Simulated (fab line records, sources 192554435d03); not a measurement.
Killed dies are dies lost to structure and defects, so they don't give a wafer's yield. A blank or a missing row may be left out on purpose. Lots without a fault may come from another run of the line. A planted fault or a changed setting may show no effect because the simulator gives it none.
fab line records | flow n5_finfet
record lots=7 wafers=21
route steps=1938 shown ZERO_LAYER@9 PMOS_HMC_CHANNEL_EPI@69 FIN_SAQP@96 FIN_CUT@160
start_h: hours from the record's first day to the start of the lot's first wafer shown | wait_h: hours since the lot's step before | " the same as in the row above | L1.1+2: a row that stands for several wafers | - no value, or no start given | * or withheld: withheld | < > ~ a bound
route shown NAME@n: a module of which the file shows steps, and the number in the route of the first | usual: mean/standard deviation of fault-free wafers | same: alike in all rows | chamber/n: place in a boat | sites: the reading at each site | _std_site: their standard deviation | _edge_site: outer sites' mean less inner sites' | radius_mm: how far each site lies from the wafer's centre | mask NAME#n: copy n | behind: the tool/chamber that last shaped the wafer | hold: why the lot was held/for how many hours/how that ended | device: the transistor (n, p or np) that didn't switch | end of line: the same wafers' tests at the end of the route | a step without rows: its recipe alone | killed: dies lost to structure and defects at the first sort, not the wafer's yield | map: a wafer's dies, x killed, . not, _ none there
set.NAME: the setting as run; set.NAME@STEP: as run at that earlier step | model.NAME: the simulator's own value behind a step, which no gauge read
lots whose settings were changed on purpose; a table a step, a row a wafer
## steps
# step N5_ZERO_LAYER_EXPOSE_08
# recipe mask_id=ZERO na=0.55 source_shape=conventional sigma_outer=0.8 polarization=unpolarized defocus_nm=0 target_cd_nm=2000 dose_mj=16.2
# columns lot.wafer tool chamber start_h wait_h mask set.dose_mj
L077.1+2 krf_scanner-02 0 30.59 - ZERO#0 16.2
L077.5 " 0 " " ZERO#0 16.65
L078.1+6 krf_scanner-01 0 36.79 - ZERO#0 15.22
L078.4 " 0 " " ZERO#0 16.2
L086.2+4+5 krf_scanner-02 0 84.47 - ZERO#0 16.2
L087.2+5 krf_scanner-02 0 90.47 - ZERO#0 17.32
L087.3 " 0 " " ZERO#0 16.2
L093.1+6 krf_scanner-01 0 126.59 - ZERO#0 17.01
L093.2 " 0 " " ZERO#0 16.2
L094.3+4 krf_scanner-01 0 132.48 - ZERO#0 15.66
L094.5 " 0 " " ZERO#0 16.2
L097.3+4+6 krf_scanner-01 0 150.48 - ZERO#0 16.2
# step N5_ZERO_LAYER_DEVELOP_10
# recipe develop_time_s=60 rinse_liquid=diw dry=air_spin dev_temp_c=21
# columns lot.wafer tool chamber start_h wait_h set.develop_time_s
L077.1 litho_track-01 0 - - 60
L077.2+5 " 0 " " 72.48
L078.1+4+6 litho_track-01 0 - - 60
L086.2+4+5 litho_track-02 0 - - 60
L087.2+5 litho_track-02 0 - - 60
L087.3 " 0 " " 73.15
L093.1+2+6 litho_track-04 0 - - 60
L094.3+4+5 litho_track-02 0 - - 60
L097.3+4+6 litho_track-02 0 - - 60
# step N5_ZERO_LAYER_HARDBAKE_23
# recipe temp_c=130 time_s=120
# step N5_ZERO_LAYER_CD_MEAS_11
# recipe target_cd_nm=2000 landing_energy_ev=500 detector=se_inlens
# usual cd_nm=2000.7/3
# columns lot.wafer tool chamber start_h wait_h set.dose_mj@ZERO_LAYER_EXPOSE_08 cd_nm
L077.1 cd_sem-02 0 30.77 - 16.2 2001.7
L077.2 " 0 " " 16.2 2002.1
L077.5 " 0 " " 16.65 2007.0
L078.1 cd_sem-02 0 36.97 - 15.22 1988.0
L078.4 " 0 " " 16.2 1995.3
L078.6 " 0 " " 15.22 1988.2
L086.2 cd_sem-01 0 84.65 - 16.2 1998.9
L086.4 " 0 " " 16.2 1995.7
L086.5 " 0 " " 16.2 1999.9
L087.2 cd_sem-02 0 90.64 - 17.32 2012.0
L087.3 " 0 " " 16.2 2003.8
L087.5 " 0 " " 17.32 2013.0
L093.1 cd_sem-01 0 126.77 - 17.01 2013.8
L093.2 " 0 " " 16.2 2007.4
L093.6 " 0 " " 17.01 2014.3
L094.3 cd_sem-03 0 132.64 - 15.66 1995.8
L094.4 " 0 " " 15.66 1995.8
L094.5 " 0 " " 16.2 1998.2
L097.3 cd_sem-03 0 150.64 - 16.2 2000.7
L097.4 " 0 " " 16.2 1998.1
L097.6 " 0 " " 16.2 2000.9
# step N5_ZERO_LAYER_DESCUM_16
# recipe chemistry=O2 time_s=7.9 source_power_w=50 bias_power_w=20 pressure_mtorr=20 rf_frequency_hz=2.712e+07 temp_c=40 o2_flow_sccm=225
# columns lot.wafer tool chamber start_h wait_h set.dose_mj@ZERO_LAYER_EXPOSE_08 model.ZERO_LAYER.cd_nm
L077.1+2 rie_diel-02 1,2 31.11 0.3 16.2 2002
L077.5 " 3 " " 16.65 2007
L078.1 rie_diel-01 2 37.00 0.0 15.22 1987
L078.4 " 3 " " 16.2 1995
L078.6 " 3 " " 15.22 1988
L086.2 rie_diel-01 1 84.78 0.1 16.2 1999
L086.4 " 3 " " 16.2 1996
L086.5 " 1 " " 16.2 2000
L087.2 rie_diel-01 2 90.68 0.0 17.32 2012
L087.3 " 1 " " 16.2 2004
L087.5 " 1 " " 17.32 2013
L093.1+6 rie_diel-01 2,0 126.80 0.0 17.01 2014
L093.2 " 3 " " 16.2 2007
L094.3 rie_diel-01 2 132.77 0.1 15.66 1995
L094.4 " 3 " " 15.66 1996
L094.5 " 3 " " 16.2 1998
L097.3+6 rie_diel-01 2,3 151.07 0.4 16.2 2001
L097.4 " 3 " " 16.2 1998
# step N5_PMOS_HMC_CHANNEL_EPI_ETCH_32
# recipe chemistry=N2/H2 target=BARC stop_on=SiO2 target_depth_a=858 over_etch_frac=0.3 time_s=50.3 ion_energy_ev=200 mask_material=CAR-ArF-block pressure_mtorr=30 source_w=840 bias_w=150 n2_flow_sccm=200 h2_flow_sccm=200
# usual rf_vpp_V=524.1/2.6
# columns lot.wafer tool chamber start_h wait_h set.bias_w rf_vpp_V
L077.1 rie_diel-03 3 35.57 0.0 150 523.5
L077.2 " 0 " " 150 526.0
L077.5 " 0 " " 150 525.8
L078.1 rie_diel-03 1 42.51 0.0 150 521.7
L078.4 " 3 " " 159.7 545.8
L078.6 " 1 " " 150 522.2
L086.2 rie_diel-03 2 89.59 0.0 150 525.7
L086.4 " 1 " " 150 519.1
L086.5 " 2 " " 150 527.1
L087.2 rie_diel-02 0 96.59 0.0 150 522.4
L087.3 " 3 " " 174.5 580.2
L087.5 " 0 " " 174.5 574.3
L093.1 rie_diel-03 2 132.13 0.0 150 526.6
L093.2 " 3 " " 150 524.6
L093.6 " 2 " " 150 525.8
L094.3 rie_diel-02 1 137.24 0.0 150 524.5
L094.4 " 2 " " 124.8 462.4
L094.5 " 3 " " 124.8 470.8
L097.3 rie_diel-02 2 156.64 0.0 162.9 548.5
L097.4 " 1 " " 150 523.3
L097.6 " 1 " " 162.9 552.0
# step N5_FIN_SAQP_HM_DEP_03
# recipe material=SiNx target_thk_a=380 temp_c=400 precursor=SiH4/NH3/N2 pressure_torr=1.5 rf_w=300 time_s=33.6
# columns lot.wafer tool chamber start_h wait_h set.time_s
L077.1+2+5 pecvd-01 0,1,2 38.92 0.2 33.6
L078.1 pecvd-01 2 46.82 0.2 36.59
L078.4+6 " 0,2 " " 33.6
L086.2+4+5 pecvd-01 1,1,0 94.27 0.2 33.6
L087.2+3+5 pecvd-01 0,1,2 99.94 0.2 33.6
L093.1+2 pecvd-04 0,1 135.50 0.2 31.9
L093.6 " 1 " " 33.6
L094.3+4+5 pecvd-04 2,1,2 142.40 0.1 33.6
L097.3+4 pecvd-01 2 160.63 0.1 36.25
L097.6 " 1 " " 33.6
# step N5_FIN_SAQP_EXPOSE_13
# recipe mask_id=FIN_CORE na=1.35 source_shape=dipole sigma_inner=0.538 sigma_outer=0.738 polarization=te target_cd_nm=35.6 dose_mj=63.25
# columns lot.wafer tool chamber start_h wait_h mask set.dose_mj
L077.1+2 arfi_scanner-01 0 39.44 - FIN_CORE#0 63.25
L077.5 " 0 " " FIN_CORE#0 61.3
L078.1+4+6 arfi_scanner-02 0 47.60 - FIN_CORE#0 63.25
L086.2+4+5 arfi_scanner-02 0 94.80 - FIN_CORE#0 63.25
L087.2+3 arfi_scanner-02 0 100.47 - FIN_CORE#0 58.65
L087.5 " 0 " " FIN_CORE#0 63.25
L093.1 arfi_scanner-02 0 136.15 - FIN_CORE#0 66.52
L093.2+6 " 0 " " FIN_CORE#0 63.25
L094.3+4 arfi_scanner-03 0 143.06 - FIN_CORE#0 66.26
L094.5 " 0 " " FIN_CORE#0 63.25
L097.3 arfi_scanner-03 0 161.29 - FIN_CORE#0 63.25
L097.4+6 " 0 " " FIN_CORE#0 58.84
# step N5_FIN_SAQP_PEB_14
# recipe peb_temp_c=withheld peb_time_s=60 resist=CAR-ArF
# step N5_FIN_SAQP_DEVELOP_15
# recipe develop_time_s=30 developer=TMAH resist=CAR-ArF dev_temp_c=23 rinse_liquid=diw dry=air_spin
# step N5_FIN_SAQP_CD_MEAS_16
# recipe target_cd_nm=35.6 landing_energy_ev=500 detector=se_inlens
# usual cd_nm=35.8/0.42
# columns lot.wafer tool chamber start_h wait_h set.dose_mj@FIN_SAQP_EXPOSE_13 cd_nm
L077.1 cd_sem-03 0 39.57 - 63.25 35.6
L077.2 " 0 " " 63.25 36.1
L077.5 " 0 " " 61.3 36.6
L078.1 cd_sem-01 0 47.72 - 63.25 36.3
L078.4 " 0 " " 63.25 35.9
L078.6 " 0 " " 63.25 36.1
L086.2 cd_sem-01 0 94.93 - 63.25 36.4
L086.4 " 0 " " 63.25 35.8
L086.5 " 0 " " 63.25 36.0
L087.2 cd_sem-01 0 100.59 - 58.65 37.5
L087.3 " 0 " " 58.65 37.5
L087.5 " 0 " " 63.25 35.1
L093.1 cd_sem-01 0 136.28 - 66.52 34.5
L093.2 " 0 " " 63.25 35.8
L093.6 " 0 " " 63.25 35.5
L094.3 cd_sem-01 0 143.18 - 66.26 34.6
L094.4 " 0 " " 66.26 34.2
L094.5 " 0 " " 63.25 35.1
L097.3 cd_sem-03 0 161.41 - 63.25 36.1
L097.4 " 0 " " 58.84 38.9
L097.6 " 0 " " 58.84 37.8
# step N5_FIN_SAQP_ETCH_57
# recipe chemistry=CH3F/O2 target=SiNx mask_material=SiO2 target_depth_a=325 time_s=46.4 pressure_mtorr=30 source_w=395 bias_w=73 Ar_flow_sccm=150 CH3F_flow_sccm=30 O2_flow_sccm=20 ion_energy_ev=120 ends=cleared
# step N5_FIN_SAQP_ETCH_65
# recipe chemistry=CF4 target=SiO2 target_depth_a=40 ion_energy_ev=350 time_s=4.4 pressure_mtorr=10 icp_w=800 bias_w=400 cf4_flow_sccm=80
# step N5_FIN_SAQP_MANDREL_ETCH_58
# recipe chemistry=HBr/Cl2 target=a-Si target_depth_a=450 bt_time_s=10 stop_on=SiNx mask_material=SiO2 over_etch_frac=0.8 time_s=27 pressure_mtorr=10 icp_w=800 bias_w=75 HBr_flow_sccm=150 Cl2_flow_sccm=80 ends=end_point
# columns lot.wafer tool chamber start_h wait_h set.time_s@FIN_SAQP_HM_DEP_03 model.SiNx_of_FIN_SAQP_HM_DEP_03.thk_nm
L077.1 rie_si-04 2 42.55 0.0 33.6 37.6
L077.2 " 1 " " 33.6 38.4
L077.5 " 3 " " 33.6 37.45
L078.1 rie_si-04 0 50.27 0.0 36.59 40.09
L078.4 " 3 " " 33.6 38.22
L078.6 " 1 " " 33.6 37.6
L086.2 rie_si-06 0 98.41 0.0 33.6 38.22
L086.4 " 2 " " 33.6 38.6
L086.5 " 1 " " 33.6 38.2
L087.2 rie_si-04 3 102.93 0.0 33.6 38.07
L087.3 " 1 " " 33.6 38
L087.5 " 2 " " 33.6 38.4
L093.1 rie_si-06 1 138.57 0.0 31.9 35.4
L093.2 " 0 " " 31.9 35.89
L093.6 " 1 " " 33.6 38.6
L094.3 rie_si-04 1 145.88 0.0 33.6 37.6
L094.4+5 " 3,2 " " 33.6 38.6
L097.3 rie_si-01 1 163.92 0.0 36.25 40.1
L097.4 " 3 " " 36.25 40.4
L097.6 " 2 " " 33.6 38.2
# step N5_FIN_SAQP_RECESS_63
# recipe chemistry=HF/NH3 target=SiO2 target_depth_a=180 afs_cycles=3 temp_c=30 sublimation_temp_c=180 sublimation_time_s=60
# step N5_FIN_SAQP_COAT_68
# recipe resist=SOC temp_c=250 time_s=60 spin_rpm=1500 resist_thk_nm=100
# step N5_FIN_SAQP_MANDREL2_REMOVE_60
# recipe chemistry=HBr/Cl2/O2 bt_time_s=10 target=a-Si stop_on=SiNx endpoint=OES-SiCl over_etch_frac=1 icp_w=600 bias_w=22 HBr_flow_sccm=150 Cl2_flow_sccm=80 O2_flow_sccm=5 pressure_mtorr=10
# step N5_FIN_SAQP_HM_OPEN_33
# recipe chemistry=CH3F/O2 target=SiNx mask_material=SiO2 target_depth_a=494 time_s=70.6 pressure_mtorr=30 source_w=395 bias_w=73 Ar_flow_sccm=150 CH3F_flow_sccm=30 O2_flow_sccm=20 ion_energy_ev=120 ends=cleared
# columns lot.wafer tool chamber start_h wait_h set.time_s@FIN_SAQP_HM_DEP_03 model.etch.depth_nm
L077.1 rie_diel-05 2 44.59 0.1 33.6 36.92
L077.2 " 0 " " 33.6 37.74
L077.5 " 3 " " 33.6 36.83
L078.1 rie_diel-04 3 51.74 0.0 36.59 39.46
L078.4 " 1 " " 33.6 37.59
L078.6 " 3 " " 33.6 37.05
L086.2 rie_diel-06 0 100.35 0.0 33.6 37.6
L086.4 " 1 " " 33.6 38.03
L086.5 " 1 " " 33.6 37.64
L087.2 rie_diel-06 2 104.58 0.0 33.6 37.44
L087.3 " 3 " " 33.6 37.47
L087.5 " 2 " " 33.6 37.81
L093.1 rie_diel-04 0 139.99 0.0 31.9 34.7
L093.2 " 1 " " 31.9 35.27
L093.6 " 1 " " 33.6 37.96
L094.3 rie_diel-05 0 147.44 0.0 33.6 36.98
L094.4 " 0 " " 33.6 37.98
L094.5 " 2 " " 33.6 38.02
L097.3 rie_diel-05 2 165.39 0.0 36.25 39.48
L097.4 " 2 " " 36.25 39.72
L097.6 " 1 " " 33.6 37.65
# step N5_FIN_SAQP_ETCH_34
# recipe chemistry=C4F6/O2 target=SiO2 target_depth_a=450 time_s=15 ion_energy_ev=250 pressure_mtorr=30 source_w=345 bias_w=185 Ar_flow_sccm=300 C4F6_flow_sccm=10 O2_flow_sccm=10 ends=cleared
# columns lot.wafer tool chamber start_h wait_h set.time_s@FIN_SAQP_HM_DEP_03 model.SiNx_of_FIN_SAQP_HM_DEP_03.thk_nm
L077.1+5 rie_diel-05 2,3 44.66 0.0 33.6 34
L077.2 " 0 " " 33.6 34.8
L078.1 rie_diel-04 3 51.81 0.0 36.59 36.6
L078.4 " 1 " " 33.6 34.6
L078.6 " 3 " " 33.6 34.2
L086.2 rie_diel-06 0 100.42 0.0 33.6 34.8
L086.4 " 1 " " 33.6 35
L086.5 " 1 " " 33.6 34.6
L087.2+3 rie_diel-06 2,3 104.65 0.0 33.6 34.6
L087.5 " 2 " " 33.6 34.8
L093.1 rie_diel-04 0 140.06 0.0 31.9 31.8
L093.2 " 1 " " 31.9 32.2
L093.6 " 1 " " 33.6 35
L094.3 rie_diel-05 0 147.51 0.0 33.6 34
L094.4+5 " 0,2 " " 33.6 35
L097.3 rie_diel-05 2 165.46 0.0 36.25 36.6
L097.4 " 2 " " 36.25 36.8
L097.6 " 1 " " 33.6 34.6
# step N5_FIN_SAQP_STRIP_77
# recipe chemistry=N2/H2 time_s=90 power_w=100 temp_c=40 pressure_mtorr=100 rf_frequency_hz=6e+07 bias_power_w=3 n2_flow_sccm=300 h2_flow_sccm=300
# step N5_FIN_SAQP_ETCH_64
# recipe chemistry=CF4 target=SiO2 target_depth_a=15 ion_energy_ev=350 pressure_mtorr=10 icp_w=800 bias_w=400 cf4_flow_sccm=80
# columns lot.wafer tool chamber start_h wait_h set.time_s@FIN_SAQP_HM_DEP_03 model.SiNx_of_FIN_SAQP_HM_DEP_03.thk_nm
L077.1 rie_si-06 1 44.86 0.0 33.6 32.2
L077.2 " 0 " " 33.6 33
L077.5 " 2 " " 33.6 32
L078.1 rie_si-04 0 52.00 0.0 36.59 34.8
L078.4 " 2 " " 33.6 32.8
L078.6 " 2 " " 33.6 32.2
L086.2+5 rie_si-01 2,3 100.63 0.0 33.6 32.8
L086.4 " 1 " " 33.6 33.2
L087.2 rie_si-06 2 104.84 0.0 33.6 32.6
L087.3 " 1 " " 33.6 32.8
L087.5 " 2 " " 33.6 33
L093.1 rie_si-04 0 140.25 0.0 31.9 30
L093.2 " 1 " " 31.9 30.4
L093.6 " 0 " " 33.6 33.2
L094.3 rie_si-04 3 147.70 0.0 33.6 32.2
L094.4 " 2 " " 33.6 33.2
L094.5 " 3 " " 33.6 33.4
L097.3+4 rie_si-06 3,2 165.65 0.0 36.25 34.8
L097.6 " 2 " " 33.6 32.6
# step N5_FIN_SAQP_FIN_ETCH_36
# recipe chemistry=HBr/Cl2/O2 target_depth_a=1200 mask_material=SiNx time_s=50.4 bias_w=102 pressure_mtorr=10 icp_w=800 HBr_flow_sccm=150 Cl2_flow_sccm=80 O2_flow_sccm=12
# step N5_FIN_SAQP_PRECLEAN_38
# recipe chemistry=O3/DIW time_s=45 temp_c=22 o3_ppm=10
# step N5_FIN_SAQP_PRECLEAN_45
# recipe chemistry=dHF time_s=10 dilution=500:1 temp_c=25
# columns lot.wafer tool chamber start_h wait_h set.time_s@FIN_SAQP_HM_DEP_03 model.SiNx_of_FIN_SAQP_HM_DEP_03.thk_nm
L077.1 wet_bench-01 5 45.05 0.0 33.6 20.6
L077.2 " 0 " " 33.6 21.4
L077.5 " 6 " " 33.6 20.2
L078.1 wet_bench-01 6 52.20 0.0 36.59 23.6
L078.4 " 5 " " 33.6 21.6
L078.6 " 0 " " 33.6 21
L086.2 wet_bench-06 2 100.83 0.0 33.6 21.4
L086.4 " 0 " " 33.6 21.6
L086.5 " 1 " " 33.6 21.2
L087.2 wet_bench-05 5 105.04 0.0 33.6 20.6
L087.3 " 0 " " 33.6 21.4
L087.5 " 7 " " 33.6 21.2
L093.1 wet_bench-06 6 140.45 0.0 31.9 18.8
L093.2 " 0 " " 31.9 19.2
L093.6 " 1 " " 33.6 21.8
L094.3 wet_bench-01 1 147.90 0.0 33.6 21
L094.4 " 0 " " 33.6 22
L094.5 " 2 " " 33.6 22.2
L097.3 wet_bench-01 2 165.90 0.0 36.25 23.8
L097.4 " 4 " " 36.25 23.2
L097.6 " 3 " " 33.6 21
# step N5_FIN_CUT_EXPOSE_05
# recipe mask_id=FIN_CUT na=0.33 source_shape=annular sigma_inner=0.35 sigma_outer=0.8 polarization=unpolarized dose_mj=45.75
# columns lot.wafer tool chamber start_h wait_h mask set.dose_mj
L077.1+2 euv_scanner-01 0 45.42 - FIN_CUT#0 44.58
L077.5 " 0 " " FIN_CUT#0 45.75
L078.1+4 euv_scanner-01 0 52.44 - FIN_CUT#0 45.75
L078.6 " 0 " " FIN_CUT#0 47.27
L086.2+4+5 euv_scanner-01 0 101.20 - FIN_CUT#0 45.75
L087.2 euv_scanner-02 0 105.42 - FIN_CUT#0 44.23
L087.3+5 " 0 " " FIN_CUT#0 45.75
L093.1 euv_scanner-02 0 140.69 - FIN_CUT#0 45.75
L093.2+6 " 0 " " FIN_CUT#0 48.47
L094.3+4 euv_scanner-02 0 148.15 - FIN_CUT#0 42.96
L094.5 " 0 " " FIN_CUT#0 45.75
L097.3 euv_scanner-01 0 166.28 - FIN_CUT#0 48.44
L097.4+6 " 0 " " FIN_CUT#0 45.75
# step N5_FIN_CUT_PEB_06
# recipe peb_temp_c=100 peb_time_s=60 resist=CAR-EUV
# step N5_FIN_CUT_DEVELOP_07
# recipe develop_time_s=30 developer=TMAH resist=CAR-EUV rinse_liquid=surfactant_rinse dry=air_spin dev_temp_c=23
# step N5_FIN_CUT_CD_MEAS_08
# recipe target_cd_nm=29.1 landing_energy_ev=500 detector=se_inlens polarity=opening
# usual cd_nm=29.27/0.25
# columns lot.wafer tool chamber start_h wait_h set.dose_mj@FIN_CUT_EXPOSE_05 cd_nm
L077.1 cd_sem-03 0 45.56 - 44.58 28.89
L077.2 " 0 " " 44.58 28.37
L077.5 " 0 " " 45.75 29.01
L078.1 cd_sem-01 0 52.58 - 45.75 29.24
L078.4 " 0 " " 45.75 29.24
L078.6 " 0 " " 47.27 29.89
L086.2 cd_sem-02 0 101.33 - 45.75 29.39
L086.4 " 0 " " 45.75 29.22
L086.5 " 0 " " 45.75 29.30
L087.2 cd_sem-02 0 105.54 - 44.23 28.85
L087.3 " 0 " " 45.75 29.14
L087.5 " 0 " " 45.75 29.33
L093.1 cd_sem-03 0 140.82 - 45.75 29.09
L093.2 " 0 " " 48.47 30.06
L093.6 " 0 " " 48.47 30.27
L094.3 cd_sem-02 0 148.28 - 42.96 28.39
L094.4 " 0 " " 42.96 28.01
L094.5 " 0 " " 45.75 29.23
L097.3 cd_sem-01 0 166.41 - 48.44 29.92
L097.4 " 0 " " 45.75 29.41
L097.6 " 0 " " 45.75 29.04
# step N5_FIN_CUT_DESCUM_13
# recipe chemistry=O2 time_s=7 source_power_w=50 bias_power_w=20 pressure_mtorr=20 rf_frequency_hz=2.712e+07 temp_c=40 resist=CAR-EUV o2_flow_sccm=225
# step N5_FIN_CUT_ETCH_30
# recipe chemistry=N2/H2 target=underlayer target_depth_a=130 mask_material=CAR-EUV time_s=10.4 ion_energy_ev=200 pressure_mtorr=30 source_w=840 bias_w=150 n2_flow_sccm=200 h2_flow_sccm=200 ends=cleared
# columns lot.wafer tool chamber start_h wait_h set.dose_mj@FIN_CUT_EXPOSE_05 model.FIN_CUT.cd_offset_nm
L077.1 rie_diel-02 1 45.71 0.0 44.58 0
L077.2 " 3 " " 44.58 -0.4
L077.5 " 2 " " 45.75 0
L078.1 rie_diel-03 1 54.14 0.0 45.75 0
L078.4 " 2 " " 45.75 0.2
L078.6 " 0 " " 47.27 0.8
L086.2+5 rie_diel-01 0,2 101.49 0.0 45.75 0
L086.4 " 2 " " 45.75 0.2
L087.2 rie_diel-03 3 105.81 0.0 44.23 -0.2
L087.3 " 1 " " 45.75 0
L087.5 " 3 " " 45.75 0.2
L093.1 rie_diel-02 1 141.16 0.0 45.75 0.4
L093.2+6 " 3,0 " " 48.47 1.2
L094.3+4 rie_diel-03 3,0 148.58 0.0 42.96 -0.8
L094.5 " 0 " " 45.75 0.2
L097.3 rie_diel-01 3 166.56 0.0 48.44 0.6
L097.4+6 " 0 " " 45.75 0
## key
split step=N5_ZERO_LAYER_EXPOSE_08 setting=dose_mj stated=16.2 by=wafer
response step=N5_ZERO_LAYER_CD_MEAS_11 reading=cd_nm change=+1.24 per=1% r=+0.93
response step=N5_ZERO_LAYER_DESCUM_16 reading=model.ZERO_LAYER.cd_nm change=+1.26 per=1% r=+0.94
split step=N5_ZERO_LAYER_DEVELOP_10 setting=develop_time_s stated=60 by=wafer
response none clear
split step=N5_PMOS_HMC_CHANNEL_EPI_ETCH_32 setting=bias_w stated=150 by=wafer
response step=N5_PMOS_HMC_CHANNEL_EPI_ETCH_32 reading=rf_vpp_V change=+3.39 per=1% r=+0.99
split step=N5_FIN_SAQP_HM_DEP_03 setting=time_s stated=33.6 by=wafer
response step=N5_FIN_SAQP_MANDREL_ETCH_58 reading=model.SiNx_of_FIN_SAQP_HM_DEP_03.thk_nm change=+0.303 per=1% r=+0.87
response step=N5_FIN_SAQP_HM_OPEN_33 reading=model.etch.depth_nm change=+0.296 per=1% r=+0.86
response step=N5_FIN_SAQP_ETCH_34 reading=model.SiNx_of_FIN_SAQP_HM_DEP_03.thk_nm change=+0.307 per=1% r=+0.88
response step=N5_FIN_SAQP_ETCH_64 reading=model.SiNx_of_FIN_SAQP_HM_DEP_03.thk_nm change=+0.317 per=1% r=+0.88
response step=N5_FIN_SAQP_PRECLEAN_45 reading=model.SiNx_of_FIN_SAQP_HM_DEP_03.thk_nm change=+0.325 per=1% r=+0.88
split step=N5_FIN_SAQP_EXPOSE_13 setting=dose_mj stated=63.25 by=wafer
response step=N5_FIN_SAQP_CD_MEAS_16 reading=cd_nm change=-0.276 per=1% r=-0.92
split step=N5_FIN_CUT_EXPOSE_05 setting=dose_mj stated=45.75 by=wafer
response step=N5_FIN_CUT_CD_MEAS_08 reading=cd_nm change=+0.156 per=1% r=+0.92
response step=N5_FIN_CUT_ETCH_30 reading=model.FIN_CUT.cd_offset_nm change=+0.134 per=1% r=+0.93
